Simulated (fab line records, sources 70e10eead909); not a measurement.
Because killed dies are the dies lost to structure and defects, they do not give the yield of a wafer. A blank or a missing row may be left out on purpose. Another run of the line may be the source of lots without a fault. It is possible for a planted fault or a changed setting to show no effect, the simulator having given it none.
fab line records	flow nand-harc
record: lots: 24	wafers: 72	last-day: 34
route steps=1302 shown A_STAIRCASE@682
lots untouched by any fault: they come from a run of this same line in which no faults occurred
start-h: hours from the record's opening day to when the first of the lot's shown wafers began	wait-h: how many hours have passed since the lot's step before this one	" same as the row above	L1.1+2: several wafers, shown together as one row	- either no value or no given start	* or withheld: withheld	< > ~ a bound
route shown NAME@n: a module of which the file shows steps, and the number in the route of the first	usual: the fault-free wafers' mean and standard deviation	same: alike in all rows	chamber/n: place in a boat	sites: the reading at each site	_std_site: standard deviation of those values	_edge_site: outer sites' mean less inner sites'	radius-mm: for every site, how far away it sits from the centre of the wafer	mask NAME#n: copy n	behind: tool/chamber where the wafer was last shaped	hold: what put the lot on hold/how long, in hours/how the hold closed	device: transistor that didn't switch, given as n, p or np	end of line: tests of these same wafers at the route's end	a step given without rows: its recipe and nothing more	killed: at the first sort, the dies lost to defects and structure; wafer yield is something else	map: the dies of a wafer, with x for killed, . for not killed, _ for no die there
set.NAME: setting as actually run; set.NAME@STEP: the setting as run at that earlier step	model.NAME: the simulator's own value behind a step, which no gauge read
a sample of lots followed through the steps of the route, with each step as a table and each wafer as a row
services: from which hour (start-h, from the record's first day; less than 0 if before it) a tool's chamber was out of use, for how many hours, and why
== steps ==
step: NHARC_A_STAIRCASE_ETCH_25
recipe: target-depth-a: 1000	time-s: 40.5	ion-energy-ev: 400	c4f8-flow-sccm: 20	o2-flow-sccm: 10	ar-flow-sccm: withheld	rf-w: 600	bias-w: 1000	chemistry: C4F8/O2
usual: chamber-pressure-mTorr: 25.001/0.022	oes-product-au: 0.942/0.012	rf-vpp-V: 893/5.5
lot.wafer	tool	chamber	start-h	wait-h	chamber-pressure-mTorr	oes-product-au	rf-hours-counter-h	rf-vpp-V
L075.2	rie-diel-06	2	-	-	25.024	0.929	15	891
L075.3	"	3	"	"	25.038	0.952	15	906
L075.4	"	0	"	"	24.996	0.946	-	895
L074.4	rie-diel-02	1	-	-	25.000	0.951	53	891
L074.6	"	2	"	"	24.978	0.941	-	897
L074.5	"	3	"	"	24.979	0.945	-	888
L077.1	rie-diel-04	3	-	-	24.967	0.947	7	889
L077.5	"	1	"	"	24.981	0.933	-	891
L077.6	"	2	"	"	25.027	0.926	-	890
L076.2	rie-diel-06	2	-	-	24.983	0.916	19	892
L076.3	"	1	"	"	24.982	0.939	1	900
L076.6	"	2	"	"	25.005	0.914	-	892
L078.4	rie-diel-06	1	-	-	25.056	0.962	5	899
L078.1	"	0	"	"	25.029	0.938	23	896
L078.6	"	2	"	"	24.991	0.935	-	891
L079.1	rie-diel-04	2	-	-	25.005	0.934	9	890
L079.4	"	3	"	"	25.014	0.939	11	888
L079.5	"	2	"	"	25.002	0.938	-	891
L080.4	rie-diel-02	1	-	-	25.029	0.944	3	891
L080.6	"	2	"	"	25.037	0.973	-	896
L080.5	"	3	"	"	25.009	0.949	-	887
L081.3	rie-diel-02	0	-	-	24.982	0.946	9	889
L081.4	"	1	"	"	25.005	0.967	8	889
L081.6	"	0	"	"	25.002	0.948	-	888
L083.2	rie-diel-04	3	-	-	24.966	0.927	26	887
L083.6	"	2	"	"	25.002	0.931	-	890
L083.5	"	3	"	"	24.978	0.923	-	887
L082.2	rie-diel-04	0	-	-	24.976	0.936	23	889
L082.4	"	1	"	"	24.964	0.939	22	889
L082.5	"	0	"	"	24.976	0.945	-	888
L086.4	rie-diel-04	3	-	-	25.014	0.928	33	888
L086.1	"	0	"	"	24.986	0.954	30	888
L086.6	"	2	"	"	24.996	0.930	-	890
L085.3	rie-diel-02	0	-	-	25.007	0.946	12	890
L085.6	"	2	"	"	25.001	0.937	-	897
L085.5	"	3	"	"	25.038	0.933	-	889
L084.2	rie-diel-06	0	-	-	25.005	0.928	48	897
L084.1	"	3	"	"	24.976	0.949	49	902
L084.5	"	1	"	"	24.965	0.945	-	899
L087.2	rie-diel-04	2	-	-	24.951	0.928	43	889
L087.5	"	1	"	"	25.001	0.949	-	890
L087.6	"	2	"	"	25.005	0.922	-	891
L088.3	rie-diel-06	2	-	-	24.990	0.937	1	892
L088.2	"	3	"	"	25.007	0.954	0	903
L088.1	"	1	"	"	25.024	0.963	1	900
L090.4	rie-diel-06	0	-	-	25.004	0.928	2	896
L090.2	"	2	"	"	24.996	0.938	3	891
L090.1	"	3	"	"	24.998	0.936	3	905
L089.2	rie-diel-02	0	-	-	25.011	0.937	28	888
L089.3	"	1	"	"	25.002	0.943	34	891
L089.4	"	2	"	"	24.984	0.954	36	897
L091.4	rie-diel-06	0	-	-	25.002	0.934	7	896
L091.3	"	2	"	"	24.987	0.940	13	891
L091.5	"	0	"	"	24.974	0.943	-	895
L093.2	rie-diel-06	3	-	-	24.996	0.936	21	904
L093.1	"	0	"	"	24.980	0.933	13	896
L093.5	"	3	"	"	25.001	0.939	-	905
L092.3	rie-diel-04	0	-	-	24.990	0.962	1	888
L092.2	"	1	"	"	25.024	0.957	1	890
L092.5	"	0	"	"	24.984	0.960	-	888
L094.4	rie-diel-02	2	-	-	25.015	0.963	48	898
L094.3	"	3	"	"	24.969	0.940	49	888
L094.6	"	3	"	"	25.007	0.942	-	888
L095.4	rie-diel-02	1	-	-	25.007	0.949	46	890
L095.5	"	3	"	"	25.005	0.938	-	888
L095.6	"	0	"	"	25.004	0.942	-	887
L097.4	rie-diel-06	2	-	-	24.999	0.943	31	890
L097.1	"	3	"	"	25.028	0.943	30	905
L097.6	"	1	"	"	24.973	0.945	-	899
L096.3	rie-diel-06	2	-	-	25.007	0.930	33	888
L096.4	"	1	"	"	25.039	0.949	-	899
L096.6	"	2	"	"	25.001	0.937	-	891
step: NHARC_A_STAIRCASE_STRIP_175
recipe: power-w: 1500	temp-c: 250	chemistry: O2
usual: drypump-motor-current-A: 5.8/0.44	heater-power-w: 338/17
lot.wafer	tool	chamber	start-h	wait-h	drypump-motor-current-A	heater-power-w	rf-hours-counter-h
L075.2	plasma-asher-02	0	369.96	0.1	5.7	368	26
L075.4	"	1	"	"	5.1	340	-
L075.3	"	0	"	"	5.7	361	-
L074.4	plasma-asher-02	1	381.10	0.3	5.0	329	-
L074.5	"	0	"	"	5.7	358	-
L074.6	"	1	"	"	5.1	336	-
L077.1	plasma-asher-01	1	384.15	0.1	6.3	348	6
L077.6	"	0	"	"	6.0	310	-
L077.5	"	1	"	"	6.2	344	-
L076.2	plasma-asher-02	0	384.62	0.1	5.7	357	28
L076.3	"	0	"	"	5.7	355	-
L076.6	"	0	"	"	5.7	350	-
L078.1	plasma-asher-01	0	394.94	0.1	6.0	309	10
L078.4	"	0	"	"	6.0	315	-
L078.6	"	0	"	"	6.0	314	-
L079.1	plasma-asher-02	0	395.23	0.1	5.7	357	32
L079.4	"	0	"	"	5.7	349	-
L079.5	"	0	"	"	5.7	364	-
L080.4	plasma-asher-01	0	411.85	0.2	6.0	316	-
L080.5	"	1	"	"	6.3	345	-
L080.6	"	0	"	"	6.0	313	-
L081.4	plasma-asher-01	0	434.44	0.2	6.0	313	-
L081.3	"	1	"	"	6.3	350	-
L081.6	"	1	"	"	6.2	341	-
L083.2	plasma-asher-02	1	446.84	0.1	5.1	335	3
L083.6	"	1	"	"	5.0	334	-
L083.5	"	0	"	"	5.7	369	-
L082.2	plasma-asher-01	1	447.02	0.1	6.2	338	19
L082.4	"	1	"	"	6.3	346	-
L082.5	"	1	"	"	6.2	347	-
L086.1	plasma-asher-01	0	463.52	0.1	6.0	310	22
L086.4	"	1	"	"	6.2	346	-
L086.6	"	1	"	"	6.2	343	-
L085.3	plasma-asher-02	1	464.14	0.2	5.1	335	-
L085.5	"	0	"	"	5.7	374	-
L085.6	"	1	"	"	5.1	325	-
L084.2	plasma-asher-02	0	470.83	0.1	5.7	365	9
L084.1	"	1	"	"	5.1	330	9
L084.5	"	1	"	"	5.1	339	-
L087.2	plasma-asher-02	1	502.67	0.1	5.0	327	16
L087.5	"	0	"	"	5.7	362	-
L087.6	"	1	"	"	5.1	326	-
L088.2	plasma-asher-02	0	502.91	0.1	5.7	361	16
L088.1	"	1	"	"	5.1	340	16
L088.3	"	0	"	"	5.7	365	-
L090.1	plasma-asher-01	0	511.26	0.2	6.0	312	30
L090.2	"	1	"	"	6.3	354	30
L090.4	"	0	"	"	6.0	308	-
L089.2	plasma-asher-01	1	513.95	0.1	6.3	339	31
L089.3	"	0	"	"	6.0	307	-
L089.4	"	1	"	"	6.2	344	-
L091.3	plasma-asher-02	1	537.15	0.2	5.1	331	-
L091.4	"	0	"	"	5.7	368	-
L091.5	"	0	"	"	5.7	367	-
L093.1	plasma-asher-01	0	547.89	0.1	6.0	335	4
L093.2	"	1	"	"	6.3	334	4
L093.5	"	0	"	"	6.0	330	-
L092.2	plasma-asher-01	1	548.57	0.1	6.3	340	4
L092.3	"	0	"	"	6.0	328	-
L092.5	"	1	"	"	6.3	322	-
L094.4	plasma-asher-01	1	553.38	0.3	6.3	333	-
L094.3	"	0	"	"	6.0	323	-
L094.6	"	1	"	"	6.3	327	-
L095.4	plasma-asher-01	1	564.19	0.2	6.2	329	-
L095.5	"	1	"	"	6.3	329	-
L095.6	"	0	"	"	6.0	337	-
L097.1	plasma-asher-01	0	581.27	0.1	6.0	331	14
L097.4	"	1	"	"	6.3	326	-
L097.6	"	0	"	"	6.0	325	-
L096.3	plasma-asher-01	1	584.96	0.2	6.3	331	-
L096.4	"	0	"	"	6.0	332	-
L096.6	"	1	"	"	6.3	329	-
step: NHARC_A_STAIRCASE_TRIM_187
recipe: time-s: 211.2	o2-flow-sccm: 500	ar-flow-sccm: 0	bias-w: 0	chemistry: O2
usual: chamber-pressure-mTorr: 60.00/0.055	drypump-motor-current-A: 5.95/0.26	oes-product-au: 0.999/0.011	rf-vpp-V: 57.7/0.84	showerhead-plenum-p-Torr: 3.45/0.16	throttle-valve-pct: 17.036/0.0081
lot.wafer	tool	chamber	start-h	wait-h	chamber-pressure-mTorr	drypump-motor-current-A	oes-product-au	rf-hours-counter-h	rf-vpp-V	showerhead-plenum-p-Torr	throttle-valve-pct
L075.3	rie-diel-06	3	371.40	0.1	59.98	5.79	1.019	15	57.2	3.80	17.029
L075.2	"	0	"	"	60.03	5.21	0.994	15	56.6	3.54	17.023
L075.4	"	3	"	"	59.94	5.78	1.016	-	57.6	3.80	17.017
L074.4	rie-diel-02	0	382.56	0.1	60.06	5.91	1.006	55	57.8	3.33	17.030
L074.6	"	0	"	"	59.95	5.91	0.997	-	58.5	3.33	17.035
L074.5	"	1	"	"	60.01	5.78	1.004	-	56.2	3.39	17.031
L077.1	rie-diel-04	3	385.62	0.1	60.00	6.14	1.006	7	57.9	3.30	17.028
L077.5	"	0	"	"	60.10	5.67	1.005	-	56.5	3.33	17.032
L077.6	"	1	"	"	59.95	5.98	1.018	-	57.2	3.39	17.033
L076.2	rie-diel-04	1	386.22	0.1	59.92	5.96	1.004	6	57.7	3.39	17.042
L076.3	"	3	"	"	60.05	6.12	1.000	7	56.2	3.30	17.029
L076.6	"	2	"	"	60.02	6.15	0.982	-	56.7	3.36	17.036
L078.1	rie-diel-06	2	396.50	0.1	60.10	6.23	0.977	24	57.2	3.41	17.047
L078.4	"	0	"	"	60.03	5.21	0.992	23	58.3	3.53	17.032
L078.6	"	2	"	"	59.95	6.24	0.978	-	56.8	3.41	17.044
L079.1	rie-diel-04	2	396.86	0.1	59.97	6.12	0.986	9	56.8	3.36	17.034
L079.4	"	0	"	"	60.03	5.68	0.996	10	58.0	3.33	17.022
L079.5	"	2	"	"	60.11	6.12	0.980	-	57.8	3.36	17.047
L080.4	rie-diel-06	0	413.31	0.1	60.00	5.16	0.987	32	57.3	3.53	17.028
L080.5	"	1	"	"	59.92	6.03	1.016	-	57.4	3.64	17.025
L080.6	"	2	"	"	60.07	6.21	0.982	-	57.6	3.41	17.025
L081.4	rie-diel-02	3	435.98	0.1	59.97	6.07	0.990	11	57.7	3.33	17.038
L081.3	"	0	"	"	60.02	5.96	0.983	9	58.0	3.32	17.048
L081.6	"	2	"	"	60.00	6.10	0.993	-	57.4	3.55	17.038
L083.2	rie-diel-06	0	448.48	0.1	60.06	5.17	0.983	40	56.6	3.52	17.038
L083.5	"	1	"	"	60.03	6.05	1.005	-	58.0	3.63	17.049
L083.6	"	2	"	"	60.07	6.24	0.990	-	58.5	3.40	17.044
L082.2	rie-diel-04	2	448.62	0.1	59.95	6.14	1.000	25	57.8	3.35	17.037
L082.4	"	0	"	"	60.05	5.65	0.999	23	57.7	3.32	17.027
L082.5	"	3	"	"	59.98	6.09	1.000	-	57.2	3.29	17.035
L086.4	rie-diel-02	2	464.96	0.1	60.09	6.09	0.997	20	57.0	3.54	17.031
L086.1	"	3	"	"	60.06	6.11	0.989	21	58.8	3.32	17.044
L086.6	"	2	"	"	59.99	6.13	1.000	-	57.3	3.54	17.033
L085.3	rie-diel-02	3	465.66	0.1	59.98	6.12	0.991	21	57.1	3.32	17.024
L085.6	"	0	"	"	59.96	5.98	0.991	-	57.9	3.32	17.038
L085.5	"	1	"	"	60.15	5.83	0.990	-	58.4	3.37	17.056
L084.2	rie-diel-06	3	472.47	0.1	59.93	5.78	1.008	50	60.1	3.78	17.038
L084.1	"	1	"	"	60.04	6.05	1.010	33	58.2	3.63	17.037
L084.5	"	2	"	"	60.02	6.22	0.979	-	56.8	3.39	17.037
L087.2	rie-diel-04	3	504.25	0.1	60.08	6.09	0.993	46	56.8	3.28	17.035
L087.6	"	1	"	"	60.00	5.97	0.994	-	57.6	3.37	17.035
L087.5	"	2	"	"	60.02	6.14	0.983	-	57.1	3.34	17.031
L088.3	rie-diel-02	2	504.51	0.1	59.89	6.14	1.013	31	57.6	3.54	17.022
L088.1	"	3	"	"	60.01	6.10	0.997	32	56.9	3.31	17.028
L088.2	"	0	"	"	59.92	5.94	0.995	24	58.5	3.31	17.032
L090.4	rie-diel-02	3	512.84	0.2	60.06	6.10	1.001	37	59.7	3.31	17.031
L090.2	"	1	"	"	60.09	5.81	0.998	33	56.8	3.37	17.045
L090.1	"	2	"	"	59.91	6.15	1.012	36	58.3	3.53	17.040
L089.4	rie-diel-02	2	515.51	0.1	59.97	6.13	1.012	37	58.7	3.53	17.033
L089.3	"	3	"	"	60.03	6.10	0.991	39	57.3	3.31	17.030
L089.2	"	0	"	"	60.02	5.95	1.006	28	57.0	3.31	17.035
L091.4	rie-diel-06	3	543.88	3.6	59.99	5.78	1.007	19	58.5	3.77	17.050
L091.3	"	0	"	"	60.02	5.15	1.000	11	56.8	3.51	17.036
L091.5	"	3	"	"	60.06	5.77	0.992	-	60.5	3.77	17.028
L093.2	rie-diel-06	0	549.58	0.1	60.09	5.18	1.000	14	58.5	3.51	17.042
L093.1	"	2	"	"	59.96	6.21	1.009	23	57.8	3.38	17.032
L093.5	"	1	"	"	59.99	6.03	1.017	-	58.2	3.61	17.045
L092.3	rie-diel-04	2	550.12	0.1	60.03	6.19	0.996	3	56.1	3.34	17.045
L092.2	"	0	"	"	59.98	5.68	1.008	2	57.4	3.31	17.043
L092.5	"	3	"	"	59.99	6.13	1.003	-	58.0	3.81	17.040
L094.4	rie-diel-04	1	555.00	0.1	60.03	5.97	1.008	5	57.3	3.37	17.031
L094.3	"	2	"	"	60.07	6.13	0.996	4	59.6	3.34	17.031
L094.6	"	0	"	"	59.92	5.67	1.011	-	57.4	3.31	17.042
L095.5	rie-diel-06	2	565.90	0.2	60.00	6.23	1.009	-	56.6	3.38	17.038
L095.6	"	3	"	"	59.98	5.77	0.990	-	57.5	3.76	17.027
L095.4	"	1	"	"	60.05	6.03	1.004	-	59.0	3.61	17.033
L097.1	rie-diel-04	3	582.84	0.1	59.94	6.08	1.002	12	58.5	3.80	17.044
L097.4	"	0	"	"	59.93	5.67	1.021	13	57.6	3.30	17.033
L097.6	"	1	"	"	59.93	6.03	1.015	-	57.0	3.36	17.047
L096.4	rie-diel-02	0	586.33	0.1	59.92	5.95	0.985	2	56.6	3.30	17.038
L096.3	"	2	"	"	60.06	6.12	0.987	2	57.6	3.52	17.044
L096.6	"	0	"	"	59.99	5.93	0.996	-	57.1	3.30	17.023
step: NHARC_A_STAIRCASE_ETCH_230
recipe: target-depth-a: 1000	time-s: 40.5	ion-energy-ev: 400	c4f8-flow-sccm: 20	o2-flow-sccm: 10	ar-flow-sccm: withheld	rf-w: 600	bias-w: 1000	chemistry: C4F8/O2
usual: chamber-pressure-mTorr: 25.004/0.024	oes-product-au: 0.943/0.02	rf-vpp-V: 893/5.6
lot.wafer	tool	chamber	start-h	wait-h	chamber-pressure-mTorr	oes-product-au	rf-hours-counter-h	rf-vpp-V
L075.3	rie-diel-06	3	-	-	24.981	0.949	18	907
L075.2	"	0	"	"	25.000	0.941	18	895
L075.4	"	2	"	"	24.938	0.915	-	892
L074.4	rie-diel-04	3	-	-	24.978	0.916	8	885
L074.6	"	2	"	"	24.999	0.915	-	890
L074.5	"	3	"	"	24.979	0.922	-	888
L077.1	rie-diel-04	1	-	-	25.027	0.931	7	891
L077.6	"	0	"	"	25.017	0.912	-	889
L077.5	"	1	"	"	24.998	0.922	-	891
L076.2	rie-diel-04	2	-	-	24.996	0.915	8	889
L076.3	"	0	"	"	24.995	0.923	9	888
L076.6	"	2	"	"	25.018	0.909	-	890
L078.4	rie-diel-04	1	-	-	25.031	0.933	11	889
L078.1	"	3	"	"	25.020	0.932	13	888
L078.6	"	0	"	"	25.010	0.930	-	889
L079.4	rie-diel-02	0	-	-	24.996	0.954	0	887
L079.1	"	1	"	"	24.976	0.959	0	891
L079.5	"	3	"	"	25.033	0.978	-	888
L080.4	rie-diel-02	1	-	-	24.943	0.960	5	889
L080.5	"	2	"	"	25.016	0.958	-	896
L080.6	"	3	"	"	24.981	0.955	-	888
L081.4	rie-diel-06	1	-	-	24.999	0.934	19	900
L081.3	"	0	"	"	25.030	0.910	37	896
L081.6	"	2	"	"	24.999	0.909	-	892
L083.2	rie-diel-04	3	-	-	25.018	0.940	32	886
L083.6	"	0	"	"	25.026	0.958	-	889
L083.5	"	1	"	"	25.026	0.937	-	890
L082.2	rie-diel-06	2	-	-	25.024	0.912	46	891
L082.4	"	1	"	"	25.013	0.939	27	899
L082.5	"	3	"	"	25.005	0.950	-	904
L085.3	rie-diel-02	2	-	-	24.975	0.982	23	897
L085.5	"	0	"	"	24.982	0.956	-	888
L085.6	"	1	"	"	24.974	0.950	-	890
L086.1	rie-diel-06	3	-	-	25.042	0.930	50	906
L086.4	"	2	"	"	24.955	0.910	53	892
L086.6	"	3	"	"	25.057	0.924	-	905
L084.1	rie-diel-06	0	-	-	24.968	0.977	50	897
L084.2	"	2	"	"	24.998	0.951	54	891
L084.5	"	0	"	"	25.004	0.955	-	894
L087.2	rie-diel-06	2	-	-	25.011	0.940	2	892
L087.5	"	2	"	"	24.997	0.942	-	891
L087.6	"	3	"	"	24.975	0.945	-	904
L088.3	rie-diel-06	1	-	-	24.982	0.970	2	900
L088.1	"	3	"	"	25.011	0.948	2	905
L088.2	"	0	"	"	25.017	0.941	2	896
L090.4	rie-diel-02	1	-	-	25.001	0.980	35	890
L090.2	"	2	"	"	25.023	0.971	38	895
L090.1	"	3	"	"	24.972	0.970	40	887
L089.4	rie-diel-04	0	-	-	25.047	0.925	48	888
L089.3	"	1	"	"	25.018	0.926	47	890
L089.2	"	2	"	"	24.991	0.949	47	889
L091.3	rie-diel-02	3	-	-	24.985	0.951	48	888
L091.4	"	2	"	"	24.999	0.987	46	896
L091.5	"	3	"	"	24.999	0.947	-	887
L093.1	rie-diel-02	2	-	-	24.987	0.960	48	895
L093.2	"	3	"	"	24.992	0.951	50	888
L093.5	"	2	"	"	25.012	0.967	-	895
L092.2	rie-diel-02	1	-	-	25.035	0.946	44	891
L092.3	"	2	"	"	24.965	0.951	48	895
L092.5	"	0	"	"	25.007	0.932	-	889
L094.4	rie-diel-06	0	-	-	24.958	0.952	16	895
L094.3	"	1	"	"	25.011	0.968	21	900
L094.6	"	3	"	"	24.998	0.959	-	905
L095.4	rie-diel-04	1	-	-	25.008	0.935	7	891
L095.5	"	0	"	"	25.004	0.954	-	888
L095.6	"	1	"	"	25.004	0.931	-	891
L097.1	rie-diel-02	0	-	-	25.022	0.941	3	888
L097.4	"	1	"	"	25.045	0.939	3	890
L097.6	"	1	"	"	25.028	0.938	-	891
L096.4	rie-diel-04	0	-	-	24.980	0.921	19	887
L096.3	"	2	"	"	24.996	0.927	18	889
L096.6	"	1	"	"	25.006	0.924	-	888
step: NHARC_A_STAIRCASE_ETCH_236
recipe: target-depth-a: 1000	time-s: 40.5	ion-energy-ev: 400	c4f8-flow-sccm: 20	o2-flow-sccm: 10	ar-flow-sccm: withheld	rf-w: 600	bias-w: 1000	chemistry: C4F8/O2
usual: chamber-pressure-mTorr: 24.998/0.023	oes-product-au: 0.941/0.013	rf-vpp-V: 892/5.2
lot.wafer	tool	chamber	start-h	wait-h	chamber-pressure-mTorr	oes-product-au	rf-hours-counter-h	rf-vpp-V
L075.3	rie-diel-06	0	-	-	24.992	0.941	18	895
L075.2	"	3	"	"	24.988	0.943	18	906
L075.4	"	3	"	"	25.019	0.943	-	904
L074.4	rie-diel-04	0	-	-	24.973	0.948	8	891
L074.5	"	2	"	"	24.992	0.941	-	889
L074.6	"	3	"	"	24.969	0.946	-	888
L077.1	rie-diel-04	0	-	-	25.020	0.936	9	889
L077.6	"	0	"	"	25.015	0.928	-	887
L077.5	"	1	"	"	24.999	0.939	-	890
L076.3	rie-diel-04	0	-	-	24.989	0.942	9	888
L076.2	"	2	"	"	25.016	0.939	8	890
L076.6	"	1	"	"	24.983	0.930	-	892
L078.4	rie-diel-04	1	-	-	24.991	0.933	13	891
L078.1	"	3	"	"	25.001	0.937	14	890
L078.6	"	2	"	"	24.996	0.925	-	890
L079.4	rie-diel-02	2	-	-	25.009	0.952	0	897
L079.1	"	3	"	"	24.992	0.932	0	889
L079.5	"	1	"	"	25.019	0.951	-	890
L080.4	rie-diel-02	0	-	-	24.964	0.941	7	889
L080.5	"	0	"	"	24.993	0.938	-	888
L080.6	"	1	"	"	24.971	0.948	-	890
L081.4	rie-diel-06	3	-	-	25.011	0.941	36	905
L081.3	"	0	"	"	25.015	0.920	38	895
L081.6	"	1	"	"	25.016	0.956	-	900
L083.2	rie-diel-04	2	-	-	25.006	0.921	30	890
L083.6	"	0	"	"	24.987	0.949	-	889
L083.5	"	1	"	"	24.995	0.931	-	892
L082.2	rie-diel-06	0	-	-	25.000	0.919	44	896
L082.4	"	3	"	"	24.968	0.938	45	907
L082.5	"	0	"	"	24.979	0.923	-	897
L085.3	rie-diel-02	2	-	-	25.012	0.952	23	896
L085.5	"	0	"	"	25.011	0.932	-	886
L085.6	"	1	"	"	24.950	0.950	-	888
L086.1	rie-diel-06	1	-	-	24.995	0.951	34	898
L086.4	"	2	"	"	25.012	0.918	53	890
L086.6	"	1	"	"	25.012	0.950	-	898
L084.1	rie-diel-06	1	-	-	25.031	0.973	34	898
L084.2	"	2	"	"	24.926	0.943	54	892
L084.5	"	1	"	"	24.950	0.973	-	899
L087.2	rie-diel-06	1	-	-	25.038	0.946	2	900
L087.5	"	1	"	"	25.011	0.938	-	897
L087.6	"	2	"	"	25.004	0.923	-	891
L088.3	rie-diel-06	1	-	-	25.001	0.960	3	899
L088.2	"	3	"	"	24.991	0.940	3	905
L088.1	"	0	"	"	24.989	0.943	2	896
L090.4	rie-diel-02	1	-	-	25.004	0.949	35	891
L090.2	"	3	"	"	25.022	0.947	40	887
L090.1	"	0	"	"	24.971	0.944	30	888
L089.3	rie-diel-04	3	-	-	24.982	0.938	52	887
L089.4	"	1	"	"	24.973	0.943	47	890
L089.2	"	2	"	"	24.962	0.935	48	889
L091.4	rie-diel-02	3	-	-	24.959	0.926	49	888
L091.3	"	0	"	"	24.998	0.942	37	888
L091.5	"	3	"	"	25.007	0.943	-	888
L093.1	rie-diel-02	3	-	-	25.013	0.913	51	889
L093.2	"	1	"	"	24.999	0.947	45	890
L093.5	"	3	"	"	24.996	0.916	-	887
L092.3	rie-diel-02	3	-	-	24.990	0.931	51	887
L092.2	"	1	"	"	24.989	0.961	45	890
L092.5	"	3	"	"	24.996	0.919	-	887
L094.4	rie-diel-06	2	-	-	24.979	0.947	26	889
L094.3	"	3	"	"	24.979	0.955	24	903
L094.6	"	1	"	"	25.020	0.964	-	898
L095.4	rie-diel-04	3	-	-	25.018	0.948	11	907
L095.5	"	1	"	"	24.989	0.948	-	890
L095.6	"	2	"	"	24.978	0.957	-	889
L096.4	rie-diel-04	1	-	-	25.042	0.965	18	890
L096.3	"	3	"	"	24.978	0.940	16	906
L096.6	"	0	"	"	24.986	0.955	-	888
L097.1	rie-diel-02	1	-	-	24.967	0.923	9	889
L097.4	"	2	"	"	25.009	0.919	10	896
L097.6	"	1	"	"	24.968	0.924	-	888
step: NHARC_A_STAIRCASE_HM_DEP_456
recipe: target-thk-a: 31000	temp-c: 400	material: aC
usual: throttle-valve-pct: 34.999/0.0091
lot.wafer	tool	chamber	start-h	wait-h	throttle-valve-pct
L075.2	acl-dep-02	0	382.92	-	35.014
L075.3	"	0	"	"	35.001
L075.4	"	0	"	"	34.995
L074.4	acl-dep-02	0	395.45	-	34.985
L074.5	"	0	"	"	34.994
L074.6	"	0	"	"	34.996
L077.1	acl-dep-01	0	397.19	-	34.995
L077.5	"	0	398.43	-	34.993
L077.6	"	0	"	"	35.006
L076.2	acl-dep-02	0	398.51	-	34.993
L076.3	"	0	"	"	35.008
L076.6	"	0	"	"	35.000
L078.1	acl-dep-02	0	408.65	-	34.990
L078.4	"	0	"	"	35.009
L078.6	"	0	"	"	34.989
L079.1	acl-dep-02	0	410.47	-	35.000
L079.4	"	0	"	"	34.985
L079.5	"	0	"	"	35.005
L080.4	acl-dep-02	0	425.87	-	34.998
L080.5	"	0	"	"	34.983
L080.6	"	0	"	"	35.007
L081.3	acl-dep-01	0	444.80	-	35.000
L081.4	"	0	"	"	34.991
L081.6	"	0	"	"	35.004
L083.2	acl-dep-01	0	462.20	-	34.994
L083.5	"	0	"	"	35.004
L083.6	"	0	"	"	35.001
L082.2	acl-dep-03	0	463.86	-	34.984
L082.4	"	0	"	"	34.989
L082.5	"	0	"	"	35.011
L085.3	acl-dep-03	0	477.05	-	34.999
L085.5	"	0	"	"	34.998
L085.6	"	0	"	"	35.013
L086.1	acl-dep-02	0	477.71	-	34.989
L086.4	"	0	"	"	34.987
L086.6	"	0	"	"	34.986
L084.1	acl-dep-03	0	481.27	-	35.006
L084.2	"	0	"	"	34.994
L084.5	"	0	"	"	35.007
L087.2	acl-dep-03	0	513.04	-	34.999
L087.5	"	0	"	"	35.008
L087.6	"	0	"	"	34.999
L088.1	acl-dep-03	0	514.57	-	34.999
L088.2	"	0	"	"	35.014
L088.3	"	0	"	"	35.014
L090.1	acl-dep-01	0	527.20	-	35.014
L090.2	"	0	"	"	35.004
L090.4	"	0	"	"	34.998
L089.2	acl-dep-02	0	528.91	-	34.990
L089.3	"	0	"	"	35.006
L089.4	"	0	"	"	35.007
L091.3	acl-dep-02	0	557.65	-	34.989
L091.4	"	0	"	"	34.999
L091.5	"	0	"	"	34.993
L093.1	acl-dep-03	0	560.51	-	35.002
L093.2	"	0	"	"	34.998
L093.5	"	0	"	"	34.990
L092.2	acl-dep-01	0	561.94	-	35.017
L092.3	"	0	"	"	34.994
L092.5	"	0	"	"	34.997
L094.3	acl-dep-03	0	563.90	-	34.998
L094.4	"	0	"	"	35.007
L094.6	"	0	"	"	34.992
L095.4	acl-dep-01	0	578.51	-	34.989
L095.5	"	0	"	"	35.001
L095.6	"	0	"	"	34.985
L096.3	acl-dep-03	0	596.52	-	34.998
L096.4	"	0	"	"	35.007
L096.6	"	0	"	"	35.004
L097.1	acl-dep-02	0	601.12	-	34.990
L097.4	"	0	"	"	35.009
L097.6	"	0	"	"	35.019
== services ==
tool	chamber	start-h	hours	kind
plasma-asher-02	-	354.86	4.2	repair
rie-diel-04	-	355.18	9.0	pm
rie-diel-06	0	366.34	-	clean
rie-diel-06	1	366.34	-	clean
rie-diel-06	2	366.34	-	clean
rie-diel-06	3	366.34	-	clean
acl-dep-01	-	367.63	13.0	pm
rie-diel-02	-	393.77	9.0	pm
acl-dep-02	-	426.80	13.0	pm
plasma-asher-02	-	426.83	9.0	pm
plasma-asher-01	-	467.65	9.1	repair
acl-dep-03	-	483.10	13.0	pm
rie-diel-06	-	485.34	9.0	pm
rie-diel-02	2	500.57	1.9	repair
rie-diel-04	2	506.47	6.2	repair
plasma-asher-01	-	519.17	9.0	pm
rie-diel-06	0	524.67	9.9	repair
rie-diel-04	-	532.18	9.0	pm
plasma-asher-02	-	542.65	12.6	repair
acl-dep-01	-	548.63	13.0	pm
rie-diel-06	1	551.05	2.3	repair
rie-diel-06	0	565.19	10.4	repair
rie-diel-02	-	573.36	9.0	pm
rie-diel-06	2	589.06	6.9	repair
== key ==
fault none
